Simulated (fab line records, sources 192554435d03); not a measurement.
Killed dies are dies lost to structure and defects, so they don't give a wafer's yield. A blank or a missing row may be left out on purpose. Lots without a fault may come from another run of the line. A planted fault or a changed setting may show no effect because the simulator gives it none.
Chamber matching | flow n5_finfet | N5_BEOL_M1_ETCH_63 on rie_diel-01: 4 sister chambers
The step etches SiARC in CF4, target depth 15.6 nm, time 26 s. 4 wafers are shown with their chamber, then 7 later ones without.

WAFERS WITH THEIR CHAMBER
wafer  | chamber | showerhead_plenum_p_Torr (Torr)
L090.2 | 0       | 2.19
L090.6 | 2       | 2.13
L094.1 | 1       | 2.17
L094.2 | 3       | 2.05

WAFERS WITHOUT THEIR CHAMBER
wafer  | showerhead_plenum_p_Torr (Torr)
L094.3 | 2.12
L095.2 | 2.12
L095.3 | 2.18
L095.5 | 2.18
L096.2 | 2.17
L096.4 | 2.18
L096.5 | 2.17

WHICH CHAMBER EACH WENT THROUGH
wafer  | from the rows above     | in truth
L094.3 | 2                       | 2
L095.2 | 2                       | 2
L095.3 | can't be placed: 0 or 1 | 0
L095.5 | can't be placed: 0 or 1 | 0
L096.2 | 1                       | 1
L096.4 | can't be placed: 0 or 1 | 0
L096.5 | 1                       | 1
Placed correctly: 4 of 7. Can't be placed from these rows: 3 (the true chamber is among the candidates in 3). Placed wrongly: 0.
How it was worked out, from the rows above alone: a wafer's distance from a chamber is the root of the sum, over the readings, of the square of ((its reading less the chamber's mean) divided by the reading's scatter). The wafer belongs to the nearest chamber; if the next one is less than 2 further off, it can't be placed. A chamber's mean is the mean of its shown wafers. The scatter: with one shown wafer a chamber, the root of the mean of the squares of how far each hidden wafer lies from its nearest shown one.
